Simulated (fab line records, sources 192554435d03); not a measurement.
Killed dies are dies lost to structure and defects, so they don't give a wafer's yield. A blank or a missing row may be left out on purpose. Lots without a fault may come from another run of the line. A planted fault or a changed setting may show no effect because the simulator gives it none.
A struck lot beside a sound one | flow n5_finfet | 15 steps out of a route of 1938
Sound: wafers L279.2, L279.3, L279.5. Struck: wafer L292.5. (L292.3, L292.6 of the same lot were not struck and are left out.) The cause comes at the end.
At each step with rows: each side's tool, then ch and its chambers, then its first start. Under that, the readings that differ: sound wafers | struck wafers | difference of the means | sigmas: that difference in standard deviations of wafers without a fault.
alike: readings whose means differ by less than 2 such deviations, and words and numbers that are the same on both sides. not compared: withheld readings, readings that some wafer has no value for, bounds like >300 that may hide the same value, and numbers for which the record gives no deviation and whose values overlap.
The two part at a step that has a row with sigmas, a row that says differs or no value, or rows on one side only. Numbers that don't overlap but have no deviation are shown without sigmas and don't part them. A reading that every wafer of one side lacks parts them only if that side has two wafers or more.

first, 8 steps without rows for these wafers: N5_MOL_CONTACT_COAG_COAT_104 (time 60 s, resist thk 12 nm); N5_MOL_CONTACT_COAG_COAT_58 (time 60 s, resist thk 10 nm); N5_MOL_CONTACT_COAG_COAT_02 (resist thk 30 nm); N5_MOL_CONTACT_COAG_EBR_04; N5_MOL_CONTACT_COAG_SOFTBAKE_03 (time 60 s); N5_MOL_CONTACT_COAG_EXPOSE_05 (exposes mask CA, defocus 0 nm); N5_MOL_CONTACT_COAG_PEB_06 (peb time 60 s); N5_MOL_CONTACT_COAG_DEVELOP_07 (develop time 30 s).
N5_MOL_CONTACT_COAG_CD_MEAS_08: target cd 28 nm.
  sound on cd_sem-03 ch 0, day 5 17:26; struck on cd_sem-01 ch 0, day 8 20:18
  reading    | sound             | struck | difference | sigmas
  cd_nm (nm) | 27.71 28.15 27.39 | 28.32  | +0.57      | +2
N5_MOL_CONTACT_COAG_OVL_MEAS_09:
  sound on overlay-02 ch 0, day 5 17:28; struck on overlay-01 ch 0, day 8 20:20
  alike: CA_OVL
N5_MOL_CONTACT_COAG_INSPECT_10: inspects for defects (brightfield).
  sound on defect_inspect-01, day 5 17:31; struck on defect_inspect-01, day 8 20:23
  reading          | sound    | struck | difference | sigmas
  raw_defect_count | 53 51 25 | 115    | +72        | +2
N5_MOL_CONTACT_COAG_DESCUM_13: chemistry O2, time 7 s.
  sound on rie_diel-05 ch 0,2,3, day 5 17:34; struck on rie_diel-05 ch 3, day 8 20:25
  alike: drypump_motor_current_A, oes_product_au, rf_vpp_V, showerhead_plenum_p_Torr, throttle_valve_pct
  not compared: rf_hours_counter_h
N5_MOL_CONTACT_COAG_ETCH_59: etches underlayer in N2/H2, target depth 13 nm, time 10.4 s.
  sound on rie_diel-05 ch 0,2,3, day 5 17:35; struck on rie_diel-05 ch 3, day 8 20:28
  reading               | sound          | struck | difference | sigmas
  etch_rf_on_time_s (s) | 10.5 10.4 10.0 | 15.0   | +4.7       | +15
  oes_product_au (a.u.) | 0.76 0.69 0.62 | 0.49   | -0.20      | -2
  alike: drypump_motor_current_A, rf_vpp_V, showerhead_plenum_p_Torr, throttle_valve_pct
  not compared: rf_hours_counter_h
N5_MOL_CONTACT_COAG_ETCH_105: etches SiARC in CF4, target depth 15.6 nm, time 26 s.
  sound on rie_diel-05 ch 0,2,3, day 5 17:37; struck on rie_diel-05 ch 3, day 8 20:29
  alike: drypump_motor_current_A, etch_rf_on_time_s, oes_product_au, rf_vpp_V, showerhead_plenum_p_Torr, throttle_valve_pct
  not compared: rf_hours_counter_h
N5_PASSIVATION_PROBE_49:
  the record has rows for the sound wafers here (prober-01, day 15 00:37) and none for the struck ones

WHERE THEY PART
First at N5_MOL_CONTACT_COAG_CD_MEAS_08; last, within this record, at N5_PASSIVATION_PROBE_49.

WHY: what the simulator had put in
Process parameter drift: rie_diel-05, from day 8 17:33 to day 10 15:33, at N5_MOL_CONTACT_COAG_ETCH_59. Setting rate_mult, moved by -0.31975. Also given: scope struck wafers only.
